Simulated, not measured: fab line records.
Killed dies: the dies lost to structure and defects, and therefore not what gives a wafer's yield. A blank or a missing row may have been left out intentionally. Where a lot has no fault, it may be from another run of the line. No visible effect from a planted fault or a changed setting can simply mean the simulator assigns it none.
Split-lot experiment / flow n5 finfet / 39 wafers read across 7 lots, on a route 1938 steps long

## ON THE SPLIT
At N5_BEOL_M0_TRENCH_ETCH_107 (etches SiOC in C4F6/O2, target depth 32.8 nm, time 16.4 s), the setting target depth a was moved away from the recipe's 328 angstrom on 15 of the 39 wafers read, by -38.3% to +49.4%. The other wafers ran this setting at the recipe's value.

## FROM SPLIT TO READING: 1 step shown by the file between the two
- N5_BEOL_M0_STRIP_142: strips in N2/H2, time 10 s

## THE READING
trench depth nm, in nm, at N5_BEOL_M0_OCD_MEAS_108. On this fab line, fault-free wafers typically give 32.8 nm with a standard deviation of 0.51 nm.

wafer=L075.1; tool, chamber at the split=rie diel-01, 1; target depth a as run, angstrom=328; against the recipe=recipe; trench depth nm, nm=33.1; against lot-mates on the recipe=-
wafer=L075.2; tool, chamber at the split=rie diel-01, 2,3; target depth a as run, angstrom=328; against the recipe=recipe; trench depth nm, nm=33.0; against lot-mates on the recipe=-
wafer=L075.3; tool, chamber at the split=rie diel-01, 2,3; target depth a as run, angstrom=328; against the recipe=recipe; trench depth nm, nm=32.9; against lot-mates on the recipe=-
wafer=L075.4; tool, chamber at the split=rie diel-01, 0; target depth a as run, angstrom=203.7; against the recipe=-37.9%; trench depth nm, nm=20.0; against lot-mates on the recipe=-13.0
wafer=L075.5; tool, chamber at the split=rie diel-01, 1; target depth a as run, angstrom=203.7; against the recipe=-37.9%; trench depth nm, nm=20.7; against lot-mates on the recipe=-12.3
wafer=L075.6; tool, chamber at the split=rie diel-01, 0; target depth a as run, angstrom=203.7; against the recipe=-37.9%; trench depth nm, nm=20.6; against lot-mates on the recipe=-12.4
wafer=L076.1; tool, chamber at the split=rie diel-03, 1; target depth a as run, angstrom=328; against the recipe=recipe; trench depth nm, nm=32.0; against lot-mates on the recipe=-
wafer=L076.2; tool, chamber at the split=rie diel-03, 3; target depth a as run, angstrom=251.6; against the recipe=-23.3%; trench depth nm, nm=24.9; against lot-mates on the recipe=-7.8
wafer=L076.3; tool, chamber at the split=rie diel-03, 2; target depth a as run, angstrom=328; against the recipe=recipe; trench depth nm, nm=32.7; against lot-mates on the recipe=-
wafer=L076.4; tool, chamber at the split=rie diel-03, 0; target depth a as run, angstrom=251.6; against the recipe=-23.3%; trench depth nm, nm=25.4; against lot-mates on the recipe=-7.3
wafer=L076.5; tool, chamber at the split=rie diel-03, 0; target depth a as run, angstrom=328; against the recipe=recipe; trench depth nm, nm=33.5; against lot-mates on the recipe=-
wafer=L076.6; tool, chamber at the split=rie diel-03, 3; target depth a as run, angstrom=251.6; against the recipe=-23.3%; trench depth nm, nm=25.0; against lot-mates on the recipe=-7.7
wafer=L079.1; tool, chamber at the split=rie diel-01, 0,1,3; target depth a as run, angstrom=202.3; against the recipe=-38.3%; trench depth nm, nm=20.0; against lot-mates on the recipe=-12.7
wafer=L079.2; tool, chamber at the split=rie diel-01, 3; target depth a as run, angstrom=328; against the recipe=recipe; trench depth nm, nm=33.0; against lot-mates on the recipe=-
wafer=L079.3; tool, chamber at the split=rie diel-01, 0,1,3; target depth a as run, angstrom=202.3; against the recipe=-38.3%; trench depth nm, nm=20.4; against lot-mates on the recipe=-12.3
wafer=L079.4; tool, chamber at the split=rie diel-01, 2; target depth a as run, angstrom=328; against the recipe=recipe; trench depth nm, nm=32.8; against lot-mates on the recipe=-
wafer=L079.5; tool, chamber at the split=rie diel-01, 0,1,3; target depth a as run, angstrom=202.3; against the recipe=-38.3%; trench depth nm, nm=20.3; against lot-mates on the recipe=-12.4
wafer=L079.6; tool, chamber at the split=rie diel-01, 2; target depth a as run, angstrom=328; against the recipe=recipe; trench depth nm, nm=32.4; against lot-mates on the recipe=-
wafer=L081.1; tool, chamber at the split=rie diel-01, 2; target depth a as run, angstrom=328; against the recipe=recipe; trench depth nm, nm=33.1; against lot-mates on the recipe=-
wafer=L081.2; tool, chamber at the split=rie diel-01, 3; target depth a as run, angstrom=328; against the recipe=recipe; trench depth nm, nm=33.2; against lot-mates on the recipe=-
wafer=L081.4; tool, chamber at the split=rie diel-01, 1; target depth a as run, angstrom=328; against the recipe=recipe; trench depth nm, nm=33.1; against lot-mates on the recipe=-
wafer=L086.1; tool, chamber at the split=rie diel-04, 1; target depth a as run, angstrom=328; against the recipe=recipe; trench depth nm, nm=33.4; against lot-mates on the recipe=-
wafer=L086.2; tool, chamber at the split=rie diel-04, 0; target depth a as run, angstrom=490.1; against the recipe=+49.4%; trench depth nm, nm=46.5; against lot-mates on the recipe=+13.7
wafer=L086.3; tool, chamber at the split=rie diel-04, 3; target depth a as run, angstrom=328; against the recipe=recipe; trench depth nm, nm=32.5; against lot-mates on the recipe=-
wafer=L086.4; tool, chamber at the split=rie diel-04, 2; target depth a as run, angstrom=490.1; against the recipe=+49.4%; trench depth nm, nm=47.7; against lot-mates on the recipe=+14.9
wafer=L086.5; tool, chamber at the split=rie diel-04, 1; target depth a as run, angstrom=490.1; against the recipe=+49.4%; trench depth nm, nm=50.1; against lot-mates on the recipe=+17.3
wafer=L086.6; tool, chamber at the split=rie diel-04, 2; target depth a as run, angstrom=328; against the recipe=recipe; trench depth nm, nm=32.5; against lot-mates on the recipe=-
wafer=L090.1; tool, chamber at the split=rie diel-03, 0; target depth a as run, angstrom=396.1; against the recipe=+20.8%; trench depth nm, nm=39.4; against lot-mates on the recipe=+6.2
wafer=L090.2; tool, chamber at the split=rie diel-03, 2; target depth a as run, angstrom=396.1; against the recipe=+20.8%; trench depth nm, nm=39.1; against lot-mates on the recipe=+5.9
wafer=L090.3; tool, chamber at the split=rie diel-03, 1; target depth a as run, angstrom=328; against the recipe=recipe; trench depth nm, nm=32.2; against lot-mates on the recipe=-
wafer=L090.4; tool, chamber at the split=rie diel-03, 3; target depth a as run, angstrom=328; against the recipe=recipe; trench depth nm, nm=33.9; against lot-mates on the recipe=-
wafer=L090.5; tool, chamber at the split=rie diel-03, 0; target depth a as run, angstrom=396.1; against the recipe=+20.8%; trench depth nm, nm=39.5; against lot-mates on the recipe=+6.3
wafer=L090.6; tool, chamber at the split=rie diel-03, 3; target depth a as run, angstrom=328; against the recipe=recipe; trench depth nm, nm=33.4; against lot-mates on the recipe=-
wafer=L096.1; tool, chamber at the split=rie diel-01, 2; target depth a as run, angstrom=328; against the recipe=recipe; trench depth nm, nm=32.9; against lot-mates on the recipe=-
wafer=L096.2; tool, chamber at the split=rie diel-01, 0; target depth a as run, angstrom=328; against the recipe=recipe; trench depth nm, nm=31.7; against lot-mates on the recipe=-
wafer=L096.3; tool, chamber at the split=rie diel-01, 3; target depth a as run, angstrom=328; against the recipe=recipe; trench depth nm, nm=33.4; against lot-mates on the recipe=-
wafer=L096.4; tool, chamber at the split=rie diel-01, 3; target depth a as run, angstrom=328; against the recipe=recipe; trench depth nm, nm=33.4; against lot-mates on the recipe=-
wafer=L096.5; tool, chamber at the split=rie diel-01, 2; target depth a as run, angstrom=328; against the recipe=recipe; trench depth nm, nm=32.9; against lot-mates on the recipe=-
wafer=L096.6; tool, chamber at the split=rie diel-01, 0; target depth a as run, angstrom=328; against the recipe=recipe; trench depth nm, nm=32.7; against lot-mates on the recipe=-
When a row names more than one chamber, that row covers several wafers, and the file does not tell which wafer ran in which chamber.

FIT RESULTS
A straight line over all 39 wafers: trench depth nm changes by +0.32 nm for each +1% of target depth a; r = +1.00; the points scatter about the line by 0.64 nm.
The same after taking each lot's own level away (the mean of its wafers on the recipe; 39 wafers): +0.318 nm for each +1%; r = +1.00; scatter 0.62 nm.
According to that fit, moving target depth a by its largest amount changes the reading by 16 nm.
The lots' own levels span 32.73 to 33.17 nm, that is 0.8 times the standard deviation above.
The two slopes agree, so the slope changes little with the lot-to-lot level.
Check: for one of the wafers moved furthest among these (+49.4%), held out of the fit, the line's prediction against its lot-mates is +16 nm. Against them it came out at +13.7 nm.

## OTHER SPLITS APPLIED TO THESE WAFERS
These wafers also went through other splits before the reading. Each is held against what the fit with the lots' levels taken away leaves over:
other split on the same wafers=N5_ZERO_LAYER_DEVELOP_10 develop time s; wafers away from the commonest value=18; r with trench depth nm (lot level and that fit taken away)=+0.11
other split on the same wafers=N5_FIN_SAQP_HM_DEP_72 target thk a; wafers away from the commonest value=15; r with trench depth nm (lot level and that fit taken away)=+0.16
other split on the same wafers=N5_DUMMY_GATE_HM_DEP_06 target thk a; wafers away from the commonest value=18; r with trench depth nm (lot level and that fit taken away)=-0.08
other split on the same wafers=N5_HKMG_FIN_ALD_91 ald cycles; wafers away from the commonest value=18; r with trench depth nm (lot level and that fit taken away)=-0.32
other split on the same wafers=N5_MOL_CONTACT_COAG_VIA_ETCH_46 target depth a; wafers away from the commonest value=9; r with trench depth nm (lot level and that fit taken away)=+0.14

## THE WHOLE CHAIN: every reading that the file lists as answering this split, in the file's order
step=N5_BEOL_M0_TRENCH_ETCH_107; what it does=etches SiOC in C4F6/O2, target depth 32.8 nm, time 16.4 s; reading=BEOL_M0.feature depth nm (the simulator's own value, which no gauge read); change (the file's fit)=+0.325 nm for each +1% of the setting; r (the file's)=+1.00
step=N5_BEOL_M0_TRENCH_ETCH_107; what it does=etches SiOC in C4F6/O2, target depth 32.8 nm, time 16.4 s; reading=TiN_of_BEOL_M0_SAQP_HM_DEP_02.thk nm (the simulator's own value, which no gauge read); change (the file's fit)=-0.0144 nm for each +1% of the setting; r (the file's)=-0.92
step=N5_BEOL_M0_OCD_MEAS_108; what it does=; reading=trench depth nm; change (the file's fit)=+0.319 nm for each +1% of the setting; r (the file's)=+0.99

## THE FILE'S OWN FIT
trench depth nm changes by +0.319 nm for each +1% of target depth a, r = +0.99.
